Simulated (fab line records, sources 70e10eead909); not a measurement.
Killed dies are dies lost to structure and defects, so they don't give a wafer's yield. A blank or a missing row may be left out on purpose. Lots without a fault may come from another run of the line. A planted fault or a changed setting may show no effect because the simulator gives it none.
Which tool did it? | flow nand_harc | 11 lots, 33 wafers sampled, at 4 steps of a route of 1302

WHAT THE GAUGES READ, wafer by wafer
NHARC_P_CONTACT_CD_MEAS_12: target cd 90 nm.
lot  | measured     | on        | cd_nm (nm)
L706 | day 5 23:29  | cd_sem-02 | 88.5 89.6 89.3
L707 | day 6 07:41  | cd_sem-03 | 89.7 89.9 90.1
L710 | day 7 15:36  | cd_sem-01 | 91.2 90.0 90.2
L712 | day 8 15:43  | cd_sem-03 | 91.4 91.2 91.6
L714 | day 9 09:44  | cd_sem-02 | 90.2 90.7 91.4
L716 | day 10 04:55 | cd_sem-01 | 90.7 90.3 89.9
L717 | day 10 05:50 | cd_sem-01 | 89.5 89.4 89.6
L718 | day 11 06:07 | cd_sem-02 | 90.4 91.5 90.8
L719 | day 11 09:13 | cd_sem-03 | 90.0 89.7 90.6
L720 | day 11 21:10 | cd_sem-02 | 92.9 92.9 93.1
L729 | day 15 16:35 | cd_sem-01 | 90.7 90.4 89.7

WHICH TOOL RAN EACH LOT (tool, then ch and the chambers of the sampled wafers, then the start)
lot  | NHARC_P_GATE_DESCUM_93             | NHARC_P_GATE_RTA_64              | NHARC_P_CONTACT_EXPOSE_09
L706 | rie_diel-05 ch 0,1,3, day 5 18:44  | rtp_anneal-01 ch 0, day 5 20:26  | arfi_scanner-03 ch 0, day 5 23:20
L707 | rie_diel-05 ch 1,2, day 6 03:10    | rtp_anneal-02 ch 0, day 6 04:49  | arfi_scanner-01 ch 0, day 6 07:33
L710 | rie_diel-09 ch 0,3, day 7 10:53    | rtp_anneal-02 ch 0, day 7 12:38  | arfi_scanner-03 ch 0, day 7 15:28
L712 | rie_diel-03 ch 1,2, day 8 11:19    | rtp_anneal-02 ch 0, day 8 12:59  | arfi_scanner-02 ch 0, day 8 15:34
L714 | rie_diel-05 ch 0,3, day 9 05:14    | rtp_anneal-02 ch 0, day 9 06:55  | arfi_scanner-03 ch 0, day 9 09:37
L716 | rie_diel-09 ch 0,2,3, day 10 00:34 | rtp_anneal-01 ch 0, day 10 02:11 | arfi_scanner-01 ch 0, day 10 04:47
L717 | rie_diel-05 ch 0,3, day 10 01:26   | rtp_anneal-02 ch 0, day 10 03:07 | arfi_scanner-01 ch 0, day 10 05:41
L718 | rie_diel-05 ch 1,2, day 11 01:22   | rtp_anneal-02 ch 0, day 11 03:04 | arfi_scanner-02 ch 0, day 11 05:59
L719 | rie_diel-09 ch 0,3, day 11 04:42   | rtp_anneal-01 ch 0, day 11 06:22 | arfi_scanner-01 ch 0, day 11 09:05
L720 | rie_diel-03 ch 0,1, day 11 16:35   | rtp_anneal-01 ch 0, day 11 18:14 | arfi_scanner-02 ch 0, day 11 21:01
L729 | rie_diel-09 ch 0,1,2, day 15 12:03 | rtp_anneal-01 ch 0, day 15 13:51 | arfi_scanner-02 ch 0, day 15 16:27
- NHARC_P_GATE_DESCUM_93: chemistry O2, time 3 s.
- NHARC_P_GATE_RTA_64: time 1 s.
- NHARC_P_CONTACT_EXPOSE_09: exposes mask P CA, target cd 90 nm.

THE ANSWER, worked out from the rows above alone
Rule: what is usual is taken from the lots themselves. Put in order of their means at a reading, lots are off if they are a third of the lots or fewer, leave a main group of 4 or more, and stand apart from it by a gap of 3 or more times the standard deviation of the main group's means; of several such gaps the widest counts. A main group whose means are all the same, to the digits that the tables above print for the reading, isn't used. A lot without any number at a reading at which 4 lots or more have one is off too. The other lots that the step has rows for count as sound.
No lot is off at any reading shown: from this, nothing can be told.

WHAT THE SIMULATOR HAD PUT IN
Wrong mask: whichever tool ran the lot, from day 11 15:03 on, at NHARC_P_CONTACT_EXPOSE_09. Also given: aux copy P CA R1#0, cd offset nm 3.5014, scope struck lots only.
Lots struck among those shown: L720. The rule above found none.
